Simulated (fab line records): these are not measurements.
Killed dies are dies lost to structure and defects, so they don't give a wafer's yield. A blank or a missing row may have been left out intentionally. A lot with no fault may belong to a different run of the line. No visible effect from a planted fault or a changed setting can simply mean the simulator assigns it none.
Chamber matching    flow nand_harc    NHARC_A_SLIT_DEP_23 on pecvd-04 has 3 sister chambers
The step deposits SiON, target thk 100 nm. 3 wafers are shown with their chamber, then 8 later ones without.

WAFERS WITH THEIR CHAMBER
wafer   chamber  showerhead_vpp_V (V)
L089.2  2        1113
L089.4  0        1029
L090.2  1        1057

WAFERS WHOSE CHAMBER IS MISSING
wafer   showerhead_vpp_V (V)
L090.3  1108
L090.6  1038
L096.1  1108
L096.2  1067
L096.6  1074
L097.1  1103
L097.3  1035
L097.5  1128

THE CHAMBER EACH PASSED THROUGH
wafer   from the rows above      in truth
L090.3  2                        2
L090.6  can't be placed: 0 or 1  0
L096.1  2                        2
L096.2  1                        1
L096.6  1                        1
L097.1  2                        2
L097.3  can't be placed: 0 or 1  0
L097.5  2                        2
Correct placement for 6 of the 8. Can't be placed from these rows: 2 (the true chamber is among the candidates in 2). Placed wrongly: 0.
How it was worked out, from the rows above alone: a wafer's distance from a chamber is the root of the sum, over the readings, of the square of ((its reading less the chamber's mean) divided by the reading's scatter). The wafer belongs to the nearest chamber; if the next one is less than 2 further off, it can't be placed. For every chamber, the mean is computed from those of its wafers that are shown. The scatter: root of mean squared gap, hidden wafer to nearest shown wafer, with one shown wafer a chamber.
